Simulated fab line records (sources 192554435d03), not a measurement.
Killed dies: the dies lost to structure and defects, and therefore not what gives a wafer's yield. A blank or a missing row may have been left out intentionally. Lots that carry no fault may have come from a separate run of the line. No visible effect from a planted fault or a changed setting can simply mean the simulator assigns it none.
Chamber matching ; flow n5-finfet ; N5_FIN_SAQP_SPACER2_ALD_28 on ald-sin-03 has 4 sister chambers
The step deposits SiO2, target thk 8.1 nm, pulse time 1 s, purge time 2 s. 20 wafers are shown with their chamber, then 10 later ones without.

## WAFERS PAIRED WITH THEIR CHAMBERS
wafer;chamber;heater-power-w (W);precursor-pulse-height-rel
L077.2;2;477;0.989
L077.3;1;496;1.020
L077.5;1;510;1.010
L079.1;2;491;0.985
L079.4;1;505;1.010
L079.6;1;512;0.980
L080.4;3;531;1.034
L080.5;2;476;0.982
L080.6;1;496;1.016
L081.3;2;490;1.009
L081.4;1;500;1.010
L081.5;1;510;1.005
L082.1;3;515;1.007
L082.2;2;484;0.967
L082.6;0;428;1.004
L083.2;3;500;1.049
L083.4;1;505;1.033
L083.6;2;493;1.004
L084.1;2;483;0.999
L084.2;0;424;0.974

SIGNATURES, as means of the wafers listed above
reading;chamber 0;chamber 1;chamber 2;chamber 3;scatter within a chamber
heater-power-w;426.00;504.25;484.86;515.33;8.08
precursor-pulse-height-rel;0.98900;1.01050;0.99071;1.03000;0.0162
Rule: distance of a wafer from a chamber = root of the sum over the readings of ((wafer's reading minus chamber's mean) / reading's scatter) squared. The wafer belongs to the nearest chamber; if the next one is less than 2 further off, it can't be placed. The scatter: take each reading less its chamber's mean, square it, sum over the shown wafers, divide by the number of wafers less the number of chambers, and take the root.

## WAFERS WITH NO CHAMBER GIVEN
wafer;heater-power-w (W);precursor-pulse-height-rel
L084.6;477;1.029
L085.1;483;1.010
L085.5;428;0.966
L085.6;520;1.015
L087.1;428;1.009
L087.5;531;0.987
L087.6;433;1.027
L096.1;513;1.019
L096.4;427;1.006
L096.6;522;0.986

## EACH ONE'S CHAMBER
wafer;from the rows above;in truth
L084.6;can't be placed: 2 or 1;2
L085.1;can't be placed: 2 or 1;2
L085.5;0;0
L085.6;can't be placed: 3 or 1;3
L087.1;0;0
L087.5;can't be placed: 3 or 1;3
L087.6;0;0
L096.1;can't be placed: 3 or 1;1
L096.4;0;0
L096.6;can't be placed: 1 or 3 or 2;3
Correctly placed: 4 of 10. Can't be placed from these rows: 6 (the true chamber is among the candidates in 6). Wrongly placed: 0.
